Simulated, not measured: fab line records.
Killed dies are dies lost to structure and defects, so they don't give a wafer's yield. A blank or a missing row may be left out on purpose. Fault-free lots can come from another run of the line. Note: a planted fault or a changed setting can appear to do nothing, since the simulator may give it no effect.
What tool caused it?    flow nand_harc    24 lots with 72 wafers sampled at 6 steps, on a route of 1302 steps

## WHAT EACH GAUGE READ, for each wafer
The record lacks any reading of a measuring or inspecting step that a usual standard deviation could be used to judge.

## EACH LOT AND THE TOOL THAT RAN IT (in order: tool; ch and the chambers of the sampled wafers; start)
lot   NHARC_A_STAIRCASE_STRIP_274                    NHARC_A_STAIRCASE_ETCH_294                     NHARC_A_STAIRCASE_HM_OPEN_463                  NHARC_A_STAIRCASE_ETCH_444          NHARC_A_STAIRCASE_CMP_472      NHARC_A_SGD_CUT_DEP_00
L074  rie_diel-13 ch 0,1,3, day 19 13:20 or earlier  rie_diel-01 ch 1,2,3, day 19 13:20 or earlier  rie_diel-01 ch 0,2,3, day 19 13:20 or earlier  rie_diel-06 ch 0,2, day 19 13:20    cmp-01 ch 0,2,3, day 19 22:05  pecvd-01 ch 0,1,2, day 19 22:29
L076  rie_diel-01 ch 0,1,2, day 19 18:34 or earlier  rie_diel-01 ch 1,2,3, day 19 18:34 or earlier  rie_diel-13 ch 0,1,2, day 19 18:34 or earlier  rie_diel-01 ch 1,2,3, day 19 18:34  cmp-03 ch 1,2,3, day 20 01:24  pecvd-03 ch 0,1, day 20 01:53
L077  rie_diel-01 ch 1,2, day 19 20:17 or earlier    rie_diel-13 ch 1,2, day 19 20:17 or earlier    rie_diel-13 ch 1,2, day 19 20:17 or earlier    rie_diel-06 ch 0,1,3, day 19 20:17  cmp-04 ch 0,3, day 20 01:51    pecvd-03 ch 0,1,2, day 20 02:21
L075  rie_diel-13 ch 2,3, day 19 18:47 or earlier    rie_diel-01 ch 0,1,2, day 19 18:47 or earlier  rie_diel-06 ch 0,2,3, day 19 18:47 or earlier  rie_diel-13 ch 2,3, day 19 18:47    cmp-01 ch 0,1,3, day 20 01:43  pecvd-03 ch 0,1,2, day 20 02:05
L078  rie_diel-06 ch 1,2,3, day 20 10:32 or earlier  rie_diel-13 ch 0,1,3, day 20 10:32 or earlier  rie_diel-01 ch 1,2,3, day 20 10:32 or earlier  rie_diel-13 ch 1,2,3, day 20 10:32  cmp-03 ch 0,1,3, day 20 17:13  pecvd-04 ch 0,1,2, day 20 17:37
L079  rie_diel-13 ch 0,1,3, day 20 11:12 or earlier  rie_diel-13 ch 0,2,3, day 20 11:12 or earlier  rie_diel-06 ch 0,2,3, day 20 11:12 or earlier  rie_diel-01 ch 1,2,3, day 20 11:12  cmp-01 ch 0,1,3, day 20 17:52  pecvd-04 ch 0,1, day 20 18:17
L080  rie_diel-01 ch 1,2,3, day 21 09:04 or earlier  rie_diel-01 ch 0,2,3, day 21 09:04 or earlier  rie_diel-13 ch 2,3, day 21 09:04 or earlier    rie_diel-13 ch 0,1,3, day 21 09:04  cmp-01 ch 0,2,3, day 21 15:59  pecvd-04 ch 0,1,2, day 21 16:25
L081  rie_diel-13 ch 0,1,3, day 21 19:09 or earlier  rie_diel-06 ch 1,2,3, day 21 19:09 or earlier  rie_diel-01 ch 0,3, day 21 19:09 or earlier    rie_diel-13 ch 0,2,3, day 21 19:09  cmp-01 ch 0,2,3, day 22 00:51  pecvd-04 ch 1,2, day 22 01:16
L082  rie_diel-13 ch 0,2,3, day 22 04:44 or earlier  rie_diel-06 ch 0,1, day 22 04:44 or earlier    rie_diel-13 ch 0,1,3, day 22 04:44 or earlier  rie_diel-06 ch 0,1,2, day 22 04:44  cmp-04 ch 1,2,3, day 22 10:56  pecvd-01 ch 1,2, day 22 11:19
L083  rie_diel-01 ch 1,2,3, day 22 04:54 or earlier  rie_diel-01 ch 1,2, day 22 04:54 or earlier    rie_diel-01 ch 1,2,3, day 22 04:54 or earlier  rie_diel-13 ch 2,3, day 22 04:54    cmp-03 ch 1,2, day 22 11:28    pecvd-03 ch 1,2, day 22 11:56
L084  rie_diel-01 ch 0,2, day 23 09:51 or earlier    rie_diel-13 ch 1,2, day 23 09:51 or earlier    rie_diel-13 ch 0,1,3, day 23 09:51 or earlier  rie_diel-13 ch 1,2, day 23 09:51    cmp-03 ch 0,2,3, day 23 17:03  pecvd-03 ch 0,1,2, day 23 17:29
L085  rie_diel-06 ch 0,2,3, day 23 13:01 or earlier  rie_diel-01 ch 0,1, day 23 13:01 or earlier    rie_diel-13 ch 0,1,2, day 23 13:01 or earlier  rie_diel-13 ch 0,2, day 23 13:01    cmp-04 ch 0,2,3, day 23 20:34  pecvd-04 ch 1,2, day 23 21:01
L086  rie_diel-01 ch 1,3, day 23 13:38 or earlier    rie_diel-01 ch 0,2, day 23 13:38 or earlier    rie_diel-01 ch 0,3, day 23 13:38 or earlier    rie_diel-06 ch 1,3, day 23 13:38    cmp-01 ch 1,2, day 23 20:15    pecvd-04 ch 0,1,2, day 23 20:40
L087  rie_diel-13 ch 1,3, day 23 19:59 or earlier    rie_diel-06 ch 0,1,2, day 23 19:59 or earlier  rie_diel-06 ch 2,3, day 23 19:59 or earlier    rie_diel-01 ch 0,2, day 23 19:59    cmp-04 ch 0,2, day 24 02:10    pecvd-04 ch 1,2, day 24 02:37
L088  rie_diel-06 ch 0,1,3, day 24 15:01 or earlier  rie_diel-01 ch 1,2,3, day 24 15:01 or earlier  rie_diel-01 ch 0,1,2, day 24 15:01 or earlier  rie_diel-06 ch 0,2,3, day 24 15:01  cmp-01 ch 0,3, day 24 21:11    pecvd-04 ch 0,2, day 24 23:54
L089  rie_diel-06 ch 1,3, day 25 00:57 or earlier    rie_diel-06 ch 0,2,3, day 25 00:57 or earlier  rie_diel-01 ch 0,1,3, day 25 00:57 or earlier  rie_diel-01 ch 0,2, day 25 00:57    cmp-01 ch 0,1, day 25 07:36    pecvd-03 ch 1,2, day 25 07:59
L090  rie_diel-01 ch 1,2,3, day 25 11:29 or earlier  rie_diel-01 ch 0,2,3, day 25 11:29 or earlier  rie_diel-01 ch 0,2, day 25 11:29 or earlier    rie_diel-06 ch 2,3, day 25 11:29    cmp-04 ch 0,2, day 25 17:45    pecvd-04 ch 1,2, day 25 18:11
L091  rie_diel-01 ch 2,3, day 25 11:39 or earlier    rie_diel-01 ch 0,2,3, day 25 11:39 or earlier  rie_diel-01 ch 0,1,3, day 25 11:39 or earlier  rie_diel-01 ch 0,1,3, day 25 11:39  cmp-04 ch 0,1,2, day 25 17:56  pecvd-03 ch 0,1, day 25 18:21
L093  rie_diel-13 ch 0,3, day 26 14:14 or earlier    rie_diel-13 ch 0,1, day 26 14:14 or earlier    rie_diel-13 ch 0,1, day 26 14:14 or earlier    rie_diel-01 ch 0,1, day 26 14:14    cmp-04 ch 0,3, day 26 20:52    pecvd-03 ch 0,1,2, day 26 21:22
L092  rie_diel-13 ch 0,2,3, day 26 21:19 or earlier  rie_diel-13 ch 0,3, day 26 21:19 or earlier    rie_diel-01 ch 2,3, day 26 21:19 or earlier    rie_diel-13 ch 0,2,3, day 26 21:19  cmp-03 ch 0,2,3, day 27 02:35  pecvd-01 ch 0,1,2, day 27 03:01
L094  rie_diel-13 ch 0,2,3, day 28 12:53 or earlier  rie_diel-13 ch 1,2,3, day 28 12:53 or earlier  rie_diel-01 ch 0,1,3, day 28 12:53 or earlier  rie_diel-01 ch 0,1,2, day 28 12:53  cmp-03 ch 1,2,3, day 28 20:28  pecvd-04 ch 0,2, day 28 20:52
L096  rie_diel-13 ch 1,3, day 28 16:18 or earlier    rie_diel-01 ch 2,3, day 28 16:18 or earlier    rie_diel-01 ch 1,2,3, day 28 16:18 or earlier  rie_diel-13 ch 0,2,3, day 28 16:18  cmp-03 ch 1,3, day 28 22:39    pecvd-04 ch 0,1,2, day 28 23:04
L095  rie_diel-06 ch 1,2,3, day 28 13:20 or earlier  rie_diel-06 ch 0,1,3, day 28 13:20 or earlier  rie_diel-06 ch 0,2,3, day 28 13:20 or earlier  rie_diel-13 ch 0,2,3, day 28 13:20  cmp-03 ch 1,2,3, day 28 19:39  pecvd-03 ch 0,2, day 28 20:01
L097  rie_diel-01 ch 0,2,3, day 28 12:28 or earlier  rie_diel-06 ch 1,2, day 28 12:28 or earlier    rie_diel-01 ch 0,2,3, day 28 12:28 or earlier  rie_diel-06 ch 2,3, day 28 12:28    cmp-01 ch 0,2, day 28 19:37    pecvd-01 ch 0,2, day 28 20:02
- NHARC_A_STAIRCASE_STRIP_274: strips in O2.
- NHARC_A_STAIRCASE_ETCH_294: etches the open film in C4F8/O2/Ar, target depth 4989 nm, time 1211.6 s.
- NHARC_A_STAIRCASE_HM_OPEN_463: chemistry O2/COS.
- NHARC_A_STAIRCASE_ETCH_444: etches the open film in C4F8/O2, target depth 20400 nm, time 6800 s.
- NHARC_A_STAIRCASE_CMP_472: polishes SiO2.
- NHARC_A_SGD_CUT_DEP_00: deposits SiNx, target thk 50 nm.

## AS READ BY THE TOOLS THEMSELVES (means over the sampled wafers that have a number; for cases with no such wafer, the mark the record gives instead)
NHARC_A_STAIRCASE_STRIP_274.
lot   tool         drypump_motor_current_A (A)  oes_product_au (a.u.)  rf_vpp_V (V)  showerhead_plenum_p_Torr (Torr)  throttle_valve_pct (%)
L074  rie_diel-13  5.8                          1.010                  58.5          3.62                             17.032
L076  rie_diel-01  5.6                          0.988                  57.9          3.60                             17.037
L077  rie_diel-01  5.7                          0.989                  58.5          3.58                             17.036
L075  rie_diel-13  6.3                          1.003                  57.6          3.64                             17.039
L078  rie_diel-06  5.6                          1.013                  57.8          3.36                             17.041
L079  rie_diel-13  5.8                          1.001                  58.2          3.61                             17.030
L080  rie_diel-01  6.0                          0.997                  57.8          3.47                             17.038
L081  rie_diel-13  5.8                          0.999                  57.3          3.61                             17.036
L082  rie_diel-13  6.0                          1.004                  58.4          3.68                             17.028
L083  rie_diel-01  6.0                          1.000                  58.8          3.47                             17.044
L084  rie_diel-01  5.7                          0.998                  58.4          3.72                             17.037
L085  rie_diel-06  5.7                          1.005                  57.3          3.46                             17.033
L086  rie_diel-01  5.9                          0.995                  57.2          3.32                             17.039
L087  rie_diel-13  5.8                          1.001                  57.4          3.48                             17.026
L088  rie_diel-06  5.9                          1.006                  58.3          3.60                             17.034
L089  rie_diel-06  5.6                          1.020                  57.3          3.52                             17.046
L090  rie_diel-01  6.0                          0.991                  57.9          3.46                             17.037
L091  rie_diel-01  6.3                          1.002                  57.9          3.49                             17.043
L093  rie_diel-13  5.7                          1.007                  57.9          3.71                             17.043
L092  rie_diel-13  6.0                          0.997                  58.1          3.66                             17.042
L094  rie_diel-13  6.0                          1.008                  57.8          3.66                             17.043
L096  rie_diel-13  5.8                          1.000                  57.9          3.46                             17.043
L095  rie_diel-06  5.5                          1.006                  58.4          3.50                             17.039
L097  rie_diel-01  5.9                          1.007                  58.1          3.60                             17.037

NHARC_A_STAIRCASE_ETCH_294.
lot   tool         oes_product_au (a.u.)  rf_vpp_V (V)
L074  rie_diel-01  0.931                  1823
L076  rie_diel-01  0.925                  1823
L077  rie_diel-13  0.924                  1824
L075  rie_diel-01  0.933                  1832
L078  rie_diel-13  0.929                  1833
L079  rie_diel-13  0.926                  1839
L080  rie_diel-01  0.927                  1834
L081  rie_diel-06  0.936                  1814
L082  rie_diel-06  0.934                  1817
L083  rie_diel-01  0.932                  1819
L084  rie_diel-13  0.936                  1827
L085  rie_diel-01  0.934                  1832
L086  rie_diel-01  0.919                  1841
L087  rie_diel-06  0.933                  1833
L088  rie_diel-01  0.923                  1821
L089  rie_diel-06  0.937                  1821
L090  rie_diel-01  0.925                  1833
L091  rie_diel-01  0.916                  1833
L093  rie_diel-13  0.938                  1825
L092  rie_diel-13  0.950                  1836
L094  rie_diel-13  0.923                  1828
L096  rie_diel-01  0.929                  1822
L095  rie_diel-06  0.942                  1830
L097  rie_diel-06  0.949                  1823

NHARC_A_STAIRCASE_HM_OPEN_463.
lot   tool         cos_flow_sccm (sccm)  drypump_motor_current_A (A)  oes_product_au (a.u.)  rf_vpp_V (V)  showerhead_plenum_p_Torr (Torr)  throttle_valve_pct (%)
L074  rie_diel-01  20.02                 5.9                          1.003                  469           3.21                             28.334
L076  rie_diel-13  20.05                 5.8                          0.997                  469           3.20                             28.335
L077  rie_diel-13  19.97                 6.0                          1.002                  467           3.15                             28.340
L075  rie_diel-06  20.02                 5.7                          1.002                  466           3.07                             28.334
L078  rie_diel-01  20.02                 6.0                          0.998                  466           3.07                             28.332
L079  rie_diel-06  19.97                 5.7                          1.004                  467           3.07                             28.331
L080  rie_diel-13  20.02                 6.3                          1.001                  468           3.21                             28.325
L081  rie_diel-01  19.95                 5.8                          0.999                  470           3.23                             28.329
L082  rie_diel-13  20.01                 5.8                          0.997                  470           3.19                             28.341
L083  rie_diel-01  19.99                 6.0                          0.996                  466           3.06                             28.330
L084  rie_diel-13  20.02                 5.8                          1.002                  468           3.19                             28.328
L085  rie_diel-13  20.02                 5.8                          1.001                  469           3.18                             28.328
L086  rie_diel-01  20.08                 5.7                          0.996                  468           3.22                             28.330
L087  rie_diel-06  20.02                 5.4                          1.015                  464           2.99                             28.329
L088  rie_diel-01  20.00                 5.6                          0.990                  468           3.16                             28.337
L089  rie_diel-01  20.01                 5.9                          0.989                  467           3.07                             28.334
L090  rie_diel-01  19.99                 5.7                          0.986                  470           3.29                             28.325
L091  rie_diel-01  20.02                 5.9                          0.992                  466           3.07                             28.333
L093  rie_diel-13  19.98                 5.5                          1.009                  469           3.22                             28.341
L092  rie_diel-01  19.97                 6.0                          0.997                  468           3.17                             28.333
L094  rie_diel-01  20.02                 5.8                          0.991                  470           3.22                             28.326
L096  rie_diel-01  20.00                 6.0                          1.002                  468           3.20                             28.339
L095  rie_diel-06  20.02                 5.7                          1.013                  465           3.04                             28.330
L097  rie_diel-01  20.05                 5.9                          0.994                  468           3.18                             28.325

NHARC_A_STAIRCASE_ETCH_444.
lot   tool         oes_product_au (a.u.)  rf_vpp_V (V)
L074  rie_diel-06  0.924                  805
L076  rie_diel-01  0.922                  805
L077  rie_diel-06  0.930                  804
L075  rie_diel-13  0.919                  810
L078  rie_diel-13  0.925                  808
L079  rie_diel-01  0.917                  805
L080  rie_diel-13  0.926                  810
L081  rie_diel-13  0.925                  812
L082  rie_diel-06  0.980                  808
L083  rie_diel-13  0.926                  810
L084  rie_diel-13  0.942                  805
L085  rie_diel-13  0.945                  813
L086  rie_diel-06  0.933                  811
L087  rie_diel-01  0.926                  814
L088  rie_diel-06  0.939                  804
L089  rie_diel-01  0.934                  813
L090  rie_diel-06  0.936                  802
L091  rie_diel-01  0.972                  810
L093  rie_diel-01  0.966                  814
L092  rie_diel-13  0.926                  811
L094  rie_diel-01  0.919                  814
L096  rie_diel-13  0.925                  810
L095  rie_diel-13  0.930                  810
L097  rie_diel-06  0.921                  800

NHARC_A_STAIRCASE_CMP_472.
lot   tool    motor_current_A (A)
L074  cmp-01  11.0
L076  cmp-03  12.6
L077  cmp-04  12.9
L075  cmp-01  11.4
L078  cmp-03  12.6
L079  cmp-01  11.2
L080  cmp-01  11.0
L081  cmp-01  10.4
L082  cmp-04  11.8
L083  cmp-03  12.5
L084  cmp-03  13.4
L085  cmp-04  12.5
L086  cmp-01  9.7
L087  cmp-04  12.6
L088  cmp-01  11.7
L089  cmp-01  11.1
L090  cmp-04  12.3
L091  cmp-04  12.2
L093  cmp-04  12.7
L092  cmp-03  13.3
L094  cmp-03  12.8
L096  cmp-03  12.8
L095  cmp-03  13.2
L097  cmp-01  10.6

NHARC_A_SGD_CUT_DEP_00.
lot   tool      heater_power_w (W)
L074  pecvd-01  763
L076  pecvd-03  659
L077  pecvd-03  700
L075  pecvd-03  662
L078  pecvd-04  647
L079  pecvd-04  632
L080  pecvd-04  655
L081  pecvd-04  665
L082  pecvd-01  717
L083  pecvd-03  747
L084  pecvd-03  763
L085  pecvd-04  693
L086  pecvd-04  614
L087  pecvd-04  636
L088  pecvd-04  693
L089  pecvd-03  806
L090  pecvd-04  669
L091  pecvd-03  750
L093  pecvd-03  776
L092  pecvd-01  813
L094  pecvd-04  669
L096  pecvd-04  635
L095  pecvd-03  725
L097  pecvd-01  705

## THE ANSWER, worked out from the rows above alone
Rule: what is usual is taken from the lots themselves. Put in order of their means at a reading, lots are off if they are a third of the lots or fewer, leave a main group of 4 or more, and stand apart from it by a gap of 3 or more times the standard deviation of the main group's means; of several such gaps the widest counts. The tables above print the reading to a certain number of digits; a main group whose means all agree to those digits is not used. Also off: a lot with no number at a reading for which 4 or more lots have one. All remaining lots with rows at the step are treated as sound. After the gauges, taken in route order, come the tools' own readings; for these a lot's mean is taken, as printed above. At the first step where some lot is off, the reading lying furthest off is the one used; lots without a number count as furthest.
Across all readings shown, no lot is off: no conclusion can be drawn from this.

## WHAT THE SIMULATOR PUT IN
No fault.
